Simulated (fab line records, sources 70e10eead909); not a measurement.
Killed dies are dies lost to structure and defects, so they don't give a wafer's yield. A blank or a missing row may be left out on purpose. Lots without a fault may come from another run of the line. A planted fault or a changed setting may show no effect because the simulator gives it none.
Chamber matching | flow nand_harc | NHARC_A_DECK1_JOINT_ETCHBACK_00 on rie_si-06: 4 sister chambers
The step etches the open film in HBr, target depth 30 nm, time 17.4 s. 4 wafers are shown with their chamber, then 7 later ones without.

WAFERS WITH THEIR CHAMBER
wafer  | chamber | throttle_valve_pct (%)
L392.5 | 0       | 23.264
L392.6 | 3       | 23.275
L398.4 | 1       | 23.263
L399.5 | 2       | 23.272

WAFERS WITHOUT THEIR CHAMBER
wafer  | throttle_valve_pct (%)
L399.6 | 23.264
L408.1 | 23.268
L408.4 | 23.269
L408.6 | 23.261
L410.2 | 23.267
L410.4 | 23.256
L410.6 | 23.277

WHICH CHAMBER EACH WENT THROUGH
wafer  | from the rows above               | in truth
L399.6 | can't be placed: 0 or 1           | 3
L408.1 | can't be placed: 2 or 0 or 1 or 3 | 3
L408.4 | can't be placed: 2 or 0 or 1 or 3 | 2
L408.6 | can't be placed: 1 or 0           | 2
L410.2 | can't be placed: 0 or 1 or 2 or 3 | 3
L410.4 | can't be placed: 1 or 0           | 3
L410.6 | can't be placed: 3 or 2           | 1
Placed correctly: 0 of 7. Can't be placed from these rows: 7 (the true chamber is among the candidates in 3). Placed wrongly: 0.
How it was worked out, from the rows above alone: a wafer's distance from a chamber is the root of the sum, over the readings, of the square of ((its reading less the chamber's mean) divided by the reading's scatter). The wafer belongs to the nearest chamber; if the next one is less than 2 further off, it can't be placed. A chamber's mean is the mean of its shown wafers. The scatter: with one shown wafer a chamber, the root of the mean of the squares of how far each hidden wafer lies from its nearest shown one.
